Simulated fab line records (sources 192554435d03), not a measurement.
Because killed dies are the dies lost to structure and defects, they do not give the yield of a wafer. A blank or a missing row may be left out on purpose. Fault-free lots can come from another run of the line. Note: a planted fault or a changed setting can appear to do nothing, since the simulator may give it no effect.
The tool behind it: which one?	flow n5 finfet	Sampling: 24 lots, 72 wafers, 5 of 1938 route steps

WHAT THE GAUGES SHOWED, per wafer
N5_MOL_CONTACT_COAG_CD_MEAS_101: target cd 16 nm.
lot	measured	on	cd nm (nm)
L074	day 5 07:17	cd sem-01	16.0 16.3 16.4
L075	day 5 11:12	cd sem-01	15.8 16.3 15.6
L076	day 5 16:31	cd sem-01	16.5 16.1 16.1
L077	day 6 00:49	cd sem-01	16.0 15.8 15.8
L078	day 6 06:31	cd sem-01	16.6 16.5 16.6
L079	day 6 15:58	cd sem-03	17.2 16.0 16.9
L081	day 6 22:34	cd sem-02	16.1 16.0 15.5
L080	day 6 22:47	cd sem-03	15.9 16.4 16.6
L082	day 7 09:49	cd sem-02	15.3 15.5 15.9
L083	day 7 10:29	cd sem-03	16.0 17.1 16.6
L084	day 7 17:29	cd sem-02	16.3 17.2 16.6
L085	day 8 02:18	cd sem-01	16.8 15.8 16.4
L086	day 8 06:04	cd sem-02	15.8 16.1 16.1
L087	day 8 13:28	cd sem-01	16.6 15.6 15.7
L088	day 8 17:42	cd sem-01	16.1 16.7 16.7
L089	day 8 23:03	cd sem-01	15.5 16.0 16.8
L090	day 9 02:03	cd sem-01	17.1 16.3 16.2
L091	day 9 08:38	cd sem-01	17.0 17.2 16.5
L092	day 9 14:05	cd sem-02	16.4 16.3 16.6
L093	day 9 22:05	cd sem-01	16.9 16.2 16.5
L094	day 10 00:44	cd sem-02	16.8 16.6 16.5
L095	day 10 06:49	cd sem-02	15.7 16.5 15.7
L096	day 10 17:25	cd sem-03	15.9 16.1 16.4
L097	day 11 02:11	cd sem-02	16.4 15.7 16.3

N5_MOL_CONTACT_COAG_INSPECT_97: inspects for defects (darkfield).
lot	measured	on	raw defect count
L074	day 5 11:26	defect inspect-01	48 26 42
L075	day 5 15:00	defect inspect-01	21 29 26
L076	day 5 20:35	defect inspect-01	62 59 58
L077	day 6 04:39	defect inspect-02	50 69 40
L078	day 6 10:19	defect inspect-01	43 23 21
L079	day 6 19:47	defect inspect-01	39 24 29
L081	day 7 02:22	defect inspect-01	59 60 39
L080	day 7 05:26	defect inspect-01	45 64 51
L082	day 7 13:37	defect inspect-01	19 27 37
L083	day 7 16:37	defect inspect-02	62 82 42
L084	day 7 21:19	defect inspect-02	51 53 30
L085	day 8 06:14	defect inspect-01	48 41 40
L086	day 8 09:53	defect inspect-02	36 45 41
L087	day 8 17:18	defect inspect-02	77 44 32
L088	day 8 21:31	defect inspect-01	31 39 73
L089	day 9 02:52	defect inspect-01	26 36 34
L090	day 9 05:53	defect inspect-01	25 29 75
L091	day 9 12:36	defect inspect-02	41 29 50
L092	day 9 17:56	defect inspect-02	44 19 26
L093	day 10 01:54	defect inspect-01	38 27 51
L094	day 10 04:54	defect inspect-01	27 41 54
L095	day 10 10:37	defect inspect-02	69 62 57
L096	day 10 21:12	defect inspect-01	34 38 16
L097	day 11 05:58	defect inspect-01	45 56 38

TOOL THAT RAN EACH LOT (tool first, then ch and the chambers of the sampled wafers, then the start)
lot	N5_MOL_CONTACT_COAG_CMP_28	N5_MOL_CONTACT_COAG_ETCH_90	N5_MOL_CONTACT_COAG_CVD_140
L074	cmp-01 ch 0,1,3, day 5 03:38	rie diel-01 ch 0,2,3, day 5 05:07	cvd w-02 ch 0,1, day 5 07:25
L075	cmp-01 ch 2,3, day 5 07:19	rie diel-04 ch 2,3, day 5 08:49	cvd w-02 ch 0,1, day 5 11:20
L076	cmp-04 ch 0,1,2, day 5 10:58	rie diel-06 ch 0,1,2, day 5 13:52	cvd w-01 ch 0,1, day 5 16:44
L077	cmp-03 ch 0,3, day 5 20:12	rie diel-04 ch 0,1,3, day 5 22:08	cvd w-01 ch 0,1, day 6 01:02
L078	cmp-01 ch 0,3, day 6 02:50	rie diel-04 ch 0,1,2, day 6 04:19	cvd w-02 ch 0,1, day 6 06:38
L079	cmp-04 ch 1,3, day 6 12:28	rie diel-06 ch 0,3, day 6 13:52	cvd w-01 ch 0,1, day 6 16:06
L081	cmp-03 ch 1,2,3, day 6 19:01	rie diel-01 ch 0,2,3, day 6 20:22	cvd w-01 ch 0,1, day 6 22:42
L080	cmp-04 ch 1,2, day 6 19:25	rie diel-01 ch 0,1, day 6 20:44	cvd w-02 ch 0,1, day 6 22:59
L082	cmp-01 ch 2,3, day 7 05:52	rie diel-06 ch 0,2,3, day 7 07:34	cvd w-01 ch 0,1, day 7 09:56
L083	cmp-03 ch 0,2,3, day 7 06:41	rie diel-04 ch 0,1,2, day 7 08:20	cvd w-02 ch 0,1, day 7 10:37
L084	cmp-03 ch 1,2,3, day 7 13:46	rie diel-04 ch 0,1,3, day 7 15:16	cvd w-02 ch 0,1, day 7 17:41
L085	cmp-01 ch 2,3, day 7 22:22	rie diel-01 ch 1,2, day 8 00:09	cvd w-01 ch 0,1, day 8 02:26
L086	cmp-01 ch 1,2,3, day 8 02:28	rie diel-06 ch 1,2, day 8 03:46	cvd w-01 ch 0,1, day 8 06:11
L087	cmp-03 ch 0,1,2, day 8 09:10	rie diel-06 ch 1,2,3, day 8 10:29	cvd w-01 ch 0, day 8 13:36
L088	cmp-01 ch 0,1, day 8 13:22	rie diel-01 ch 0,2,3, day 8 15:17	cvd w-01 ch 0,1, day 8 17:50
L089	cmp-01 ch 1,3, day 8 17:40	rie diel-06 ch 0,2, day 8 19:31	cvd w-01 ch 0,1, day 8 23:11
L090	cmp-01 ch 0,1,2, day 8 22:22	rie diel-06 ch 2,3, day 8 23:46	cvd w-01 ch 0,1, day 9 02:16
L091	cmp-04 ch 1,2,3, day 9 05:05	rie diel-01 ch 1,2, day 9 06:26	cvd w-01 ch 0,1, day 9 08:46
L092	cmp-01 ch 1,3, day 9 10:43	rie diel-06 ch 0,2, day 9 12:04	cvd w-01 ch 0,1, day 9 14:18
L093	cmp-03 ch 0,1, day 9 17:37	rie diel-01 ch 0,3, day 9 19:35	cvd w-01 ch 0,1, day 9 22:13
L094	cmp-03 ch 0,1,3, day 9 20:58	rie diel-04 ch 0,1,2, day 9 22:31	cvd w-02 ch 0,1, day 10 00:52
L095	cmp-01 ch 0,2,3, day 10 03:24	rie diel-04 ch 0,1,2, day 10 04:44	cvd w-02 ch 0, day 10 06:58
L096	cmp-01 ch 0,2,3, day 10 13:27	rie diel-01 ch 0,2,3, day 10 14:49	cvd w-01 ch 0,1, day 10 17:32
L097	cmp-04 ch 0,2, day 10 21:44	rie diel-04 ch 0,1,3, day 10 23:05	cvd w-01 ch 0,1, day 11 02:19
- N5_MOL_CONTACT_COAG_CMP_28: polishes, stops on SiNx, t overpolish 0.85 s, target thk 14.522 nm.
- N5_MOL_CONTACT_COAG_ETCH_90: etches SiARC in CF4, target depth 13 nm, time 21.7 s.
- N5_MOL_CONTACT_COAG_CVD_140: deposits W, target thk 66.5 nm, time 215 s.

AS READ BY THE TOOLS THEMSELVES (means over the sampled wafers that have a number; for cases with no such wafer, the mark the record gives instead)
N5_MOL_CONTACT_COAG_CMP_28.
lot	tool	motor current A (A)	pad life wafers	retaining ring pressure frac	slurry filter dp kPa (kPa)	time to endpoint s (s)
L074	cmp-01	11.6	1291	1.006	13.36	1.4
L075	cmp-01	12.7	1315	1.001	13.37	5.3
L076	cmp-04	12.9	518	1.003	13.50	3.3
L077	cmp-03	13.8	1004	1.003	13.39	7.7
L078	cmp-01	12.0	1410	0.998	13.49	3.7
L079	cmp-04	13.6	715	1.003	13.50	0.8
L081	cmp-03	12.8	1177	1.000	13.39	5.0
L080	cmp-04	14.8	787	0.999	13.49	2.4
L082	cmp-01	12.7	1652	0.999	13.37	3.4
L083	cmp-03	13.3	1291	0.998	13.41	6.2
L084	cmp-03	12.7	1346	0.998	13.42	4.3
L085	cmp-01	12.9	1790	0.999	13.57	0.6
L086	cmp-01	12.3	1820	0.999	13.47	4.0
L087	cmp-03	12.7	1526	0.999	13.52	3.6
L088	cmp-01	12.2	1916	1.001	13.36	4.9
L089	cmp-01	12.1	1927	0.997	13.52	4.4
L090	cmp-01	12.1	1971	1.001	13.53	5.6
L091	cmp-04	13.8	1280	1.005	13.40	3.5
L092	cmp-01	12.7	31	1.001	13.41	4.2
L093	cmp-03	12.9	1808	1.003	13.37	4.6
L094	cmp-03	12.9	1843	1.001	13.54	2.8
L095	cmp-01	12.5	188	1.001	13.48	3.8
L096	cmp-01	12.4	284	0.999	13.41	4.6
L097	cmp-04	13.8	1400	0.999	13.61	5.9

N5_MOL_CONTACT_COAG_ETCH_90.
lot	tool	drypump motor current A (A)	etch rf on time s (s)	oes product au (a.u.)	rf vpp V (V)	showerhead plenum p Torr (Torr)	throttle valve pct (%)
L074	rie diel-01	5.5	21.6	0.72	183.9	2.14	15.71
L075	rie diel-04	5.7	20.8	0.66	184.4	2.17	15.38
L076	rie diel-06	5.7	21.6	0.69	184.0	2.17	15.60
L077	rie diel-04	5.9	21.9	0.69	183.5	2.13	15.38
L078	rie diel-04	5.7	21.1	0.67	185.1	2.18	15.40
L079	rie diel-06	5.7	22.6	0.72	184.0	2.12	15.22
L081	rie diel-01	5.5	21.7	0.70	184.1	2.13	15.73
L080	rie diel-01	5.4	21.6	0.68	184.7	2.20	15.76
L082	rie diel-06	5.8	21.6	0.72	185.1	2.14	15.44
L083	rie diel-04	5.7	21.3	0.66	184.8	2.17	15.42
L084	rie diel-04	5.9	21.9	0.68	184.0	2.13	15.41
L085	rie diel-01	5.7	22.2	0.61	184.1	2.15	16.02
L086	rie diel-06	5.7	20.6	0.68	184.3	2.19	15.85
L087	rie diel-06	5.9	21.2	0.67	184.4	2.18	15.73
L088	rie diel-01	5.5	21.9	0.68	183.8	2.13	15.75
L089	rie diel-06	5.6	21.5	0.72	183.8	2.12	15.39
L090	rie diel-06	5.7	20.8	0.71	184.1	2.17	15.69
L091	rie diel-01	5.7	22.6	0.58	182.8	2.10	16.11
L092	rie diel-06	5.6	21.0	0.71	184.3	2.14	15.62
L093	rie diel-01	5.2	20.9	0.73	184.3	2.17	15.54
L094	rie diel-04	5.7	21.3	0.65	185.0	2.17	15.45
L095	rie diel-04	5.7	21.4	0.64	183.8	2.17	15.46
L096	rie diel-01	5.5	21.3	0.75	183.9	2.21	15.64
L097	rie diel-04	5.9	22.1	0.65	184.1	2.12	15.46

N5_MOL_CONTACT_COAG_CVD_140.
lot	tool	heater power w (W)
L074	cvd w-02	519
L075	cvd w-02	527
L076	cvd w-01	504
L077	cvd w-01	514
L078	cvd w-02	539
L079	cvd w-01	506
L081	cvd w-01	504
L080	cvd w-02	537
L082	cvd w-01	502
L083	cvd w-02	518
L084	cvd w-02	541
L085	cvd w-01	519
L086	cvd w-01	507
L087	cvd w-01	500
L088	cvd w-01	526
L089	cvd w-01	508
L090	cvd w-01	514
L091	cvd w-01	502
L092	cvd w-01	515
L093	cvd w-01	512
L094	cvd w-02	541
L095	cvd w-02	546
L096	cvd w-01	506
L097	cvd w-01	502

THE ANSWER, worked out from the rows above alone
Rule: usual is defined by the lots themselves. The widest of any qualifying gaps counts: lots, ordered by their means at a reading, are off when they make up no more than a third of the lots, leave a main group of 4 or more, and stand apart from it by 3 or more times the standard deviation of that group's means. A main group whose means are all the same, to the digits that the tables above print for the reading, isn't used. A lot without any number at a reading at which 4 lots or more have one is off too. All remaining lots with rows at the step are treated as sound. First the gauges in route order, then the tools' own readings, where a lot's mean is used as printed above. At the first step where some lot is off, the reading lying furthest off is the one used; lots without a number count as furthest.
None of the lots is off at any reading shown; this tells nothing.

WHAT WAS PUT IN BY THE SIMULATOR
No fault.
